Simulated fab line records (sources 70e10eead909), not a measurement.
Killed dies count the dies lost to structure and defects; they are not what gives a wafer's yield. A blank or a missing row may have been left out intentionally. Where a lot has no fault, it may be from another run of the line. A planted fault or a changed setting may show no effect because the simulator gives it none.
Struck lot and sound lot, side by side ; flow nand harc ; 18 steps out of a route of 1302
Sound: these wafers, L902.1, L902.2, L902.4. Wafers struck: L909.3, L909.4, L909.6. Last of all comes the cause.
Order at every step that has rows: each side's tool, ch and its chambers, its first start. Under that, the readings that differ: sound wafers ; struck wafers ; difference of the means ; sigmas: that difference in standard deviations of wafers without a fault.
alike: same words and numbers on both sides, and readings whose means sit less than 2 such deviations apart. not compared: any withheld reading, any reading some wafer has no value for, any bound like >300 that may hide the same value, and any number with overlapping values for which the record gives no deviation.
The two part at a step that has a row with sigmas, a row that says differs or no value, or rows on one side only. Numbers that don't overlap but have no deviation are shown without sigmas and don't part them. A reading that every wafer of one side lacks parts them only if that side has two wafers or more.

NHARC_A_CONTACT_ETCH_76: etches the open film in N2/H2, target depth 260 nm, time 475.3 s.
  sound on rie diel-03 ch 0,1,3; struck on rie diel-10 ch 0,1, day 25 16:08
reading;sound;struck;difference;sigmas
rf hours counter h (h);23 23 22;- - -;no value on the struck wafers;
  alike: drypump motor current A, oes product au, rf vpp V, showerhead plenum p Torr, throttle valve pct
then, 1 step without rows for these wafers: NHARC_A_CONTACT_ETCH_77 (etches the open film in CF4/CHF3, target depth 108.9 nm, time 54.5 s).
NHARC_A_CONTACT_ETCH_78: etches the open film in O2/COS, target depth 5300 nm, time 1378 s.
  sound on rie diel-03 ch 1,2,3; struck on rie diel-10 ch 0,1, day 25 17:02
reading;sound;struck;difference;sigmas
rf hours counter h (h);23 23 21;- - -;no value on the struck wafers;
  alike: drypump motor current A, oes product au, rf vpp V, showerhead plenum p Torr, throttle valve pct
NHARC_A_CONTACT_ETCH_124: etches the open film in C4F8/O2/Ar, time 140 s, target depth 700 nm.
  sound on har cap etch-03 ch 0,1, day 23 06:38; struck on har cap etch-02 ch 0,1, day 25 18:14
  not compared: rf hours counter h
then, 3 steps without rows for these wafers: NHARC_A_CONTACT_ETCH_125 (etches the open film in C4F8/O2/Ar, time 197 s, target depth 1918 nm); NHARC_A_CONTACT_ETCH_126 (etches the open film in C4F8/O2/Ar, time 197 s, target depth 1918 nm); NHARC_A_CONTACT_ETCH_127 (etches the open film in C4F8/O2/Ar, time 197 s, target depth 1918 nm).
NHARC_A_CONTACT_ETCH_128: etches the open film in C4F8/O2/Ar, time 197 s, target depth 1918 nm.
  sound on har cap etch-03 ch 0,1, day 23 07:21; struck on har cap etch-02 ch 0,1, day 25 18:58
  not compared: rf hours counter h
NHARC_A_CONTACT_ETCH_129: etches the open film in C4F8/O2/Ar, time 197 s, target depth 1918 nm.
  sound on har cap etch-03 ch 0,1, day 23 07:32; struck on har cap etch-02 ch 0,1, day 25 19:08
  not compared: rf hours counter h
then, 3 steps without rows for these wafers: NHARC_A_CONTACT_ETCH_130 (etches the open film in C4F8/O2/Ar, time 197 s, target depth 1918 nm); NHARC_A_CONTACT_ETCH_131 (etches the open film in C4F8/O2/Ar, time 197 s, target depth 1918 nm); NHARC_A_CONTACT_ETCH_132 (etches the open film in C4F8/O2/Ar, time 197 s, target depth 1924 nm).
NHARC_A_CONTACT_ETCH_133: etches the open film in C4F8/O2/Ar, time 374 s, target depth 1610 nm.
  sound on har cap etch-03 ch 0,1, day 23 08:14; struck on har cap etch-02 ch 0,1, day 25 19:55
  not compared: rf hours counter h
then, 2 steps without rows for these wafers: NHARC_A_CONTACT_ETCH_91 (etches the open film in CH3F/O2, target depth 40 nm, time 85.7 s); NHARC_A_CONTACT_ETCH_97 (etches the open film in C4F6/O2, target depth 20 nm, time 10 s).
NHARC_A_CONTACT_CD_MEAS_80:
  sound: cd sem-02 at day 23 09:14; struck: cd sem-02 at day 25 20:47
reading;sound;struck;difference;sigmas
cd nm (nm);289.8 289.7 290.1;287.8 287.3 287.6;-2.3;-3
then, 2 steps without rows for these wafers: NHARC_A_CONTACT_STRIP_103 (strips in N2/H2); NHARC_END_SORT_01.

== WHERE THEY PART ==
First at NHARC_A_CONTACT_ETCH_76; last, within this record, at NHARC_A_CONTACT_CD_MEAS_80.

WHY: what had been put in by the simulator
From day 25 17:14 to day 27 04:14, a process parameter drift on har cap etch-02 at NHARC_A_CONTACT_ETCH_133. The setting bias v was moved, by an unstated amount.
